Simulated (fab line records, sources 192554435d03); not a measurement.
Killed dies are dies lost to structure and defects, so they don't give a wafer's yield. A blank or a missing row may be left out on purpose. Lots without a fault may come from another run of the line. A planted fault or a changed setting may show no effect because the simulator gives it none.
A struck lot beside a sound one | flow n5_finfet | 22 steps out of a route of 1938
Sound: wafers L614.2, L614.5. Struck: wafers L617.2, L617.3, L617.4. The cause comes at the end.
At each step with rows: each side's tool, then ch and its chambers, then its first start. Under that, the readings that differ: sound wafers | struck wafers | difference of the means | sigmas: that difference in standard deviations of wafers without a fault.
alike: readings whose means differ by less than 2 such deviations, and words and numbers that are the same on both sides. not compared: withheld readings, readings that some wafer has no value for, bounds like >300 that may hide the same value, and numbers for which the record gives no deviation and whose values overlap.
The two part at a step that has a row with sigmas, a row that says differs or no value, or rows on one side only. Numbers that don't overlap but have no deviation are shown without sigmas and don't part them. A reading that every wafer of one side lacks parts them only if that side has two wafers or more.

first, 9 steps without rows for these wafers: N5_BEOL_M6_ILD_DEP_00 (deposits SiCOH lowk from DEMS/porogen, target thk 179.75 nm, time 33.4 s); N5_BEOL_M6_CURE_74 (cures SiCOH lowk, time 240 s); N5_BEOL_M6_PECVD_70 (deposits SiO2 from TEOS/O2, target thk 20 nm, time 22.7 s); N5_BEOL_M6_HM_DEP_02 (deposits TiN, target thk 20 nm); N5_BEOL_M6_COAT_59 (time 60 s, resist thk 100 nm); N5_BEOL_M6_COAT_60 (time 60 s, resist thk 35 nm); N5_BEOL_M6_COAT_05 (resist thk 90 nm); N5_BEOL_M6_EBR_07; N5_BEOL_M6_SOFTBAKE_06 (time 60 s).
N5_BEOL_M6_EXPOSE_08: exposes mask M6.
  sound on arfi_scanner-01 ch 0, day 8 22:50; struck on arfi_scanner-01 ch 0, day 10 01:18
  reading              | sound       | struck            | difference | sigmas
  exposure_dose_mJ_cm2 | 68.31 68.35 | 62.35 62.32 62.29 | -6.01      | -79
  alike: mask, reticle_temp_C, stage_vel_mm_s
then, 2 steps without rows for these wafers: N5_BEOL_M6_PEB_09 (peb time 60 s); N5_BEOL_M6_DEVELOP_10 (develop time 30 s).
N5_BEOL_M6_CD_MEAS_11: target cd 38.5 nm.
  sound on cd_sem-02 ch 0, day 8 22:58; struck on cd_sem-01 ch 0, day 10 01:26
  reading    | sound     | struck         | difference | sigmas
  cd_nm (nm) | 38.8 37.7 | 33.9 34.3 34.1 | -4.1       | -9
then, 1 step without rows for these wafers: N5_BEOL_M6_DESCUM_16 (chemistry O2, time 7.9 s).
N5_BEOL_M6_ETCH_61: etches SiARC in CF4, target depth 45.5 nm, time 75.8 s.
  sound on rie_diel-03 ch 0, day 8 23:23; struck on rie_diel-06 ch 1,2,3, day 10 01:42
  reading                         | sound     | struck         | difference | sigmas
  etch_rf_on_time_s (s)           | 77.1 77.2 | 73.6 74.6 69.8 | -4.5       | -2
  model.BEOL_M6.cd_offset_nm (nm) | 0.4 -0.4  | -4.4 -4.8 -4.4 | -4.5       |
  alike: drypump_motor_current_A, oes_product_au, rf_vpp_V, showerhead_plenum_p_Torr, throttle_valve_pct
  not compared: rf_hours_counter_h
then, 3 steps without rows for these wafers: N5_BEOL_M6_ETCH_62 (etches SOC in N2/H2, target depth 110 nm, overetch 22 nm, time 165 s); N5_BEOL_M6_STRIP_68 (strips in N2/H2); N5_BEOL_M6_STRIP_67 (strips in CF4).
N5_BEOL_M6_HM_OPEN_17: chemistry Cl2/BCl3, target TiN, target depth 20 nm, overetch 6 nm.
  sound on rie_metal-01 ch 0, day 8 23:37; struck on rie_metal-03 ch 0,1, day 10 01:56
  reading                         | sound  | struck         | difference | sigmas
  model.BEOL_M6.cd_offset_nm (nm) | 0 -0.8 | -4.6 -4.8 -4.4 | -4.2       |
  alike: drypump_motor_current_A, oes_product_au, throttle_valve_pct
  not compared: rf_hours_counter_h
then, 1 step without rows for these wafers: N5_BEOL_M6_STRIP_19 (strips in O2).
N5_BEOL_M6_CD_MEAS_18: pitch 80 nm, target cd 40 nm.
  sound on cd_sem-01, day 8 23:58; struck on cd_sem-03, day 10 02:22
  reading    | sound     | struck         | difference | sigmas
  cd_nm (nm) | 40.1 39.0 | 35.7 35.2 35.8 | -4.0       | -7
then, 1 step without rows for these wafers: N5_BEOL_M6_COAT_63 (time 60 s, resist thk 60 nm).

WHERE THEY PART
First at N5_BEOL_M6_EXPOSE_08; last, within this record, at N5_BEOL_M6_CD_MEAS_18.

WHY: what the simulator had put in
Process parameter drift: arfi_scanner-01, from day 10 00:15 on, at N5_BEOL_M6_EXPOSE_08. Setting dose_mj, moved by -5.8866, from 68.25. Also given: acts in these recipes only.
